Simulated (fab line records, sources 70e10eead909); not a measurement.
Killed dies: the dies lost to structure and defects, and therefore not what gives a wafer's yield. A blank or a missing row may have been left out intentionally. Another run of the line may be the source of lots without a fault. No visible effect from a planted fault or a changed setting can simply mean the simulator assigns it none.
Matching of chambers -- flow nandHarc -- 4 sister chambers for NHARC_P_CONTACT_CMP_01 on cmp-04
The step polishes SiO2, target thk 200 nm. 8 wafers are shown with their chamber, then 7 later ones without.

EACH WAFER AND ITS CHAMBER
wafer,chamber,motorCurrentA (A),slurryFlowMlMin
L074.6,2,12.8,149.4
L086.1,0,13.0,150.8
L086.3,2,12.7,150.2
L087.2,1,11.6,149.8
L087.4,3,11.4,151.0
L087.6,3,11.3,150.7
L089.4,1,11.2,150.2
L089.5,0,13.3,150.2

WAFERS MISSING THEIR CHAMBER
wafer,motorCurrentA (A),slurryFlowMlMin
L089.6,11.3,150.3
L090.1,12.3,150.1
L090.4,11.3,149.5
L090.5,12.1,149.0
L095.2,11.7,149.7
L095.3,13.5,149.0
L095.6,11.8,150.1

WHICH CHAMBER EACH ONE RAN IN
wafer,from the rows above,in truth
L089.6,can't be placed: 1 or 3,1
L090.1,2,2
L090.4,1,1
L090.5,can't be placed: 2 or 1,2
L095.2,can't be placed: 1 or 3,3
L095.3,can't be placed: 0 or 2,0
L095.6,can't be placed: 1 or 3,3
2 of 7 placed correctly. Unplaceable from these rows: 5, with the true chamber sitting among the candidates in 5. Wrongly placed: 0.
How it was worked out, from the rows above alone: a wafer's distance from a chamber is the root of the sum, over the readings, of the square of ((its reading less the chamber's mean) divided by the reading's scatter). The wafer belongs to the nearest chamber; if the next one is less than 2 further off, it can't be placed. For every chamber, the mean is computed from those of its wafers that are shown. The scatter: the root of (the sum of the squares of (reading less its chamber's mean) over the shown wafers, divided by (wafers less chambers)).
